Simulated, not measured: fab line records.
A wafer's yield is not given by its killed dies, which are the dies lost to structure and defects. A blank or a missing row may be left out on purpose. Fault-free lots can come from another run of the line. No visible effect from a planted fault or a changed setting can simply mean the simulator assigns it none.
Chamber matching -- flow n5_finfet -- N5_BEOL_M11_ETCH_61 on rie_diel-06: 4 sister chambers
The step etches SiARC in CF4, target depth 39 nm, time 65 s. 4 wafers are shown with their chamber, then 9 later ones without.

== WAFERS WITH THEIR CHAMBER ==
wafer,chamber,showerhead_plenum_p_Torr (Torr)
L086.3,1,1.98
L086.5,0,2.21
L090.3,3,2.21
L090.4,2,2.15

== WAFERS WITHOUT THEIR CHAMBER ==
wafer,showerhead_plenum_p_Torr (Torr)
L088.1,2.14
L088.2,2.21
L088.5,2.21
L093.1,2.21
L093.4,1.98
L093.5,2.21
L095.2,2.21
L095.3,1.97
L095.5,2.21

== THE CHAMBER EACH PASSED THROUGH ==
wafer,from the rows above,in truth
L088.1,2,2
L088.2,can't be placed: 0 or 3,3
L088.5,can't be placed: 0 or 3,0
L093.1,can't be placed: 0 or 3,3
L093.4,1,1
L093.5,can't be placed: 0 or 3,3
L095.2,can't be placed: 0 or 3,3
L095.3,1,1
L095.5,can't be placed: 0 or 3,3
3 of 9 placed correctly. These rows do not allow placing 6 (true chamber among the candidates in 6). Placed wrongly: 0.
How it was worked out, from the rows above alone: a wafer's distance from a chamber is the root of the sum, over the readings, of the square of ((its reading less the chamber's mean) divided by the reading's scatter). The wafer belongs to the nearest chamber; if the next one is less than 2 further off, it can't be placed. For every chamber, the mean is computed from those of its wafers that are shown. The scatter: root of mean squared gap, hidden wafer to nearest shown wafer, with one shown wafer a chamber.
